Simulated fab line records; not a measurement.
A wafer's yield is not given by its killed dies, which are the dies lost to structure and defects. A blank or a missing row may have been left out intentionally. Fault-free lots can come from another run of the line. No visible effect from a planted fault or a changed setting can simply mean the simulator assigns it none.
Lot-split experiment -- flow n5Finfet -- 39 wafers read across 7 lots, on a route 1938 steps long

## THE SPLIT
At N5_BEOL_M6_ILD_DEP_00 (deposits SiCOH lowk from DEMS/porogen, target thk 179.75 nm, time 33.4 s), the setting targetThkA was moved away from the recipe's 1797.5 angstrom on 15 of the 39 wafers read, by +16.2% to +57.4%. All remaining wafers had this setting at the recipe value.

## FROM SPLIT TO READING: 1 step shown by the file between the two
- N5_BEOL_M6_CURE_74: cures SiCOH lowk, time 240 s

## THE READING
M6_ILD_THK at N5_BEOL_M6_THK_MEAS_01, in nm. A value of 155.2 nm with a standard deviation of 2.3 nm is what fault-free wafers of this fab line usually give.

wafer,"tool, chamber at the split","targetThkA as run, angstrom",against the recipe,"M6_ILD_THK, nm",against lot-mates on the recipe
L078.1,"pecvd-03, 2",1797.5,recipe,155.4,-
L078.2,"pecvd-03, 1",1797.5,recipe,155.8,-
L078.4,"pecvd-03, 1",1797.5,recipe,157.5,-
L080.1,"pecvd-01, 2",2830,+57.4%,244.6,+90.8
L080.2,"pecvd-01, 1",1797.5,recipe,151.6,-
L080.3,"pecvd-01, 0",2830,+57.4%,239.9,+86.1
L080.4,"pecvd-01, 2",1797.5,recipe,157.6,-
L080.5,"pecvd-01, 0",1797.5,recipe,152.2,-
L080.6,"pecvd-01, 1",2830,+57.4%,244.0,+90.2
L081.1,"pecvd-01, 2",1797.5,recipe,154.0,-
L081.2,"pecvd-01, 0",1797.5,recipe,154.2,-
L081.3,"pecvd-01, 1",1797.5,recipe,152.7,-
L081.4,"pecvd-01, 2",1797.5,recipe,158.8,-
L081.5,"pecvd-01, 1",1797.5,recipe,154.7,-
L081.6,"pecvd-01, 0",1797.5,recipe,156.2,-
L084.1,"pecvd-03, 1",2385,+32.7%,205.7,+50.6
L084.2,"pecvd-03, 0",1797.5,recipe,155.4,-
L084.3,"pecvd-03, 2",1797.5,recipe,152.3,-
L084.4,"pecvd-03, 2",2385,+32.7%,206.5,+51.4
L084.5,"pecvd-03, 1",2385,+32.7%,209.7,+54.6
L084.6,"pecvd-03, 0",1797.5,recipe,157.7,-
L088.1,"pecvd-01, 0",2640,+46.9%,225.6,+70.1
L088.2,"pecvd-01, 2",1797.5,recipe,155.0,-
L088.3,"pecvd-01, 1",2640,+46.9%,227.8,+72.3
L088.4,"pecvd-01, 2",2640,+46.9%,233.9,+78.4
L088.5,"pecvd-01, 1",1797.5,recipe,155.8,-
L088.6,"pecvd-01, 0",1797.5,recipe,155.8,-
L093.1,"pecvd-01, 1",1797.5,recipe,154.6,-
L093.2,"pecvd-01, 0",2089,+16.2%,180.6,+22.7
L093.3,"pecvd-01, 2",1797.5,recipe,160.3,-
L093.4,"pecvd-01, 1",2089,+16.2%,182.6,+24.7
L093.5,"pecvd-01, 0",1797.5,recipe,158.8,-
L093.6,"pecvd-01, 2",2089,+16.2%,185.2,+27.3
L094.1,"pecvd-03, 1",2354,+31.0%,204.1,+47.0
L094.2,"pecvd-03, 2",1797.5,recipe,155.7,-
L094.3,"pecvd-03, 0",2354,+31.0%,204.7,+47.6
L094.4,"pecvd-03, 0",2354,+31.0%,208.2,+51.1
L094.5,"pecvd-03, 2",1797.5,recipe,156.4,-
L094.6,"pecvd-03, 1",1797.5,recipe,159.3,-

THE FIT
A straight line over all 39 wafers: M6_ILD_THK changes by +1.55 nm for each +1% of targetThkA; r = +1.00; the points scatter about the line by 2.5 nm.
The same after taking each lot's own level away (the mean of its wafers on the recipe; 39 wafers): +1.56 nm for each +1%; r = +1.00; scatter 2.2 nm.
Per that fit: largest targetThkA move, reading shift of 90 nm.
From 153.80 to 157.90 nm: that is the span of the lots' own levels, equal to 1.8 times the standard deviation above.
Consequently the slope shifts little with the lot-to-lot level, the two slopes agreeing.
Check: with one of the wafers moved furthest among these (+57.4%) left out of the fit, the line predicts +89.6 nm for it against its lot-mates. Against them it came out at +90.8 nm.

## THESE WAFERS: OTHER SPLITS
Note: prior to the reading, these wafers also went through further splits. Each is held against what the fit with the lots' levels taken away leaves over:
other split on the same wafers,wafers away from the commonest value,r with M6_ILD_THK (lot level and that fit taken away)
N5_FIN_SAQP_ETCH_65 timeS,12,+0.06
N5_DUMMY_GATE_HM_DEP_06 timeS,30,+0.05
N5_HKMG_FIN_ETCH_86 targetDepthA,6,+0.04
N5_MOL_CONTACT_COAG_ETCH_15 targetDepthA,9,-0.04
N5_BEOL_M0_TRENCH_ETCH_107 targetDepthA,18,+0.05
N5_BEOL_M3_VIA_ETCH_34 timeS,12,+0.06

## THE WHOLE CHAIN: every reading that the file lists as answering this split, in the file's order
step,what it does,reading,change (the file's fit),r (the file's)
N5_BEOL_M6_ILD_DEP_00,"deposits SiCOH lowk from DEMS/porogen, target thk 179.75 nm, time 33.4 s","SiCOH_lowk_of_BEOL_M6_ILD_DEP_00.thkNm (the simulator's own value, which no gauge read)",+1.79 nm for each +1% of the setting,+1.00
N5_BEOL_M6_CURE_74,"cures SiCOH lowk, time 240 s","SiCOH_lowk_of_BEOL_M6_ILD_DEP_00.thkNm (the simulator's own value, which no gauge read)",+1.56 nm for each +1% of the setting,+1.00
N5_BEOL_M6_THK_MEAS_01,,M6_ILD_THK,+1.56 for each +1% of the setting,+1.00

## THE FILE'S OWN FIT
M6_ILD_THK changes by +1.56 nm for each +1% of targetThkA, r = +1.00.
